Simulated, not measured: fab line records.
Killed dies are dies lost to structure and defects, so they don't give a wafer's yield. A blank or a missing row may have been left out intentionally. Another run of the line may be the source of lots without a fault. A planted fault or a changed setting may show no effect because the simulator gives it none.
3 desks, one fault + flow nand harc + every desk sees just its own numbers, and what lay behind them comes last

## DESK OF THE TOOL OWNER: ald metal-01
The tool's own readings at NHARC_A_BLC_ALD_23 (deposits TiN, target thk 3 nm, pulse time 1 s, ald cycles 150): means of the sampled wafers that have a number, for each lot that ran on this tool. The brackets show how far a lot's mean lies from the usual mean; more than 4 standard deviations puts the lot out of limits, marked OUT.
Columns: A = heater power w at NHARC_A_BLC_ALD_23, usual 1116 W; B = precursor pulse height rel at NHARC_A_BLC_ALD_23, usual 1.002
| lot  | first seen here | A    | B     |
|------|-----------------|------|-------|
| L317 | day 24 16:05    | 1049 | 0.992 |
| L318 | day 24 16:32    | 1033 | 0.995 |
| L330 | day 29 01:31    | 1070 | 1.008 |
| L332 | day 29 22:12    | 1047 | 0.997 |
| L337 | day 31 12:39    | 1038 | 0.997 |
This desk's verdict: no lot among the 5 shows anything out of limits.

## FROM THE METROLOGY DESK
What the gauges read for every lot (on any tool): the sampled wafers with a number, averaged. The brackets show how far a lot's mean lies from the usual mean; more than 4 standard deviations puts the lot out of limits, marked OUT.
Columns: A = cd nm at NHARC_A_BLC_CD_MEAS_10, usual 100.0 nm
| lot  | first seen here | A     |
|------|-----------------|-------|
| L316 | day 23 15:09    | 99.9  |
| L317 | day 24 14:04    | 100.3 |
| L318 | day 24 14:32    | 100.5 |
| L329 | day 28 17:38    | 99.8  |
| L331 | day 28 22:43    | 99.9  |
| L330 | day 28 23:31    | 100.0 |
| L332 | day 29 20:08    | 99.0  |
| L335 | day 30 11:44    | 100.4 |
| L333 | day 30 14:02    | 100.2 |
| L336 | day 30 18:33    | 100.3 |
| L337 | day 31 10:39    | 100.1 |
| L338 | day 32 10:30    | 99.9  |
| L339 | day 32 11:05    | 99.8  |
This desk's verdict: no lot among the 13 shows anything out of limits.

## THE DEFECT DESK
Inspection counts along the route, by lot: the mean over sampled wafers that carry a number. The brackets show how far a lot's mean lies from the usual mean; more than 4 standard deviations puts the lot out of limits, marked OUT.
Columns: A = raw defect count at NHARC_A_BLC_INSPECT_12, usual 82
| lot  | first seen here | A   |
|------|-----------------|-----|
| L316 | day 23 15:17    | 89  |
| L317 | day 24 14:11    | 106 |
| L318 | day 24 14:39    | 17  |
| L329 | day 28 17:46    | 68  |
| L331 | day 28 22:50    | 33  |
| L330 | day 28 23:38    | 141 |
| L332 | day 29 20:16    | 108 |
| L335 | day 30 11:52    | 33  |
| L333 | day 30 14:10    | 79  |
| L336 | day 30 18:41    | 98  |
| L337 | day 31 10:47    | 106 |
| L338 | day 32 10:38    | 89  |
| L339 | day 32 11:12    | 93  |
This desk's verdict: no lot among the 13 shows anything out of limits.

## TAKEN TOGETHER
The tool owner's desk saw nothing out of limits.
Metrology desk: nothing out of limits seen.
No out-of-limits result turned up at the defect desk.

## WHAT WAS PUT IN BY THE SIMULATOR
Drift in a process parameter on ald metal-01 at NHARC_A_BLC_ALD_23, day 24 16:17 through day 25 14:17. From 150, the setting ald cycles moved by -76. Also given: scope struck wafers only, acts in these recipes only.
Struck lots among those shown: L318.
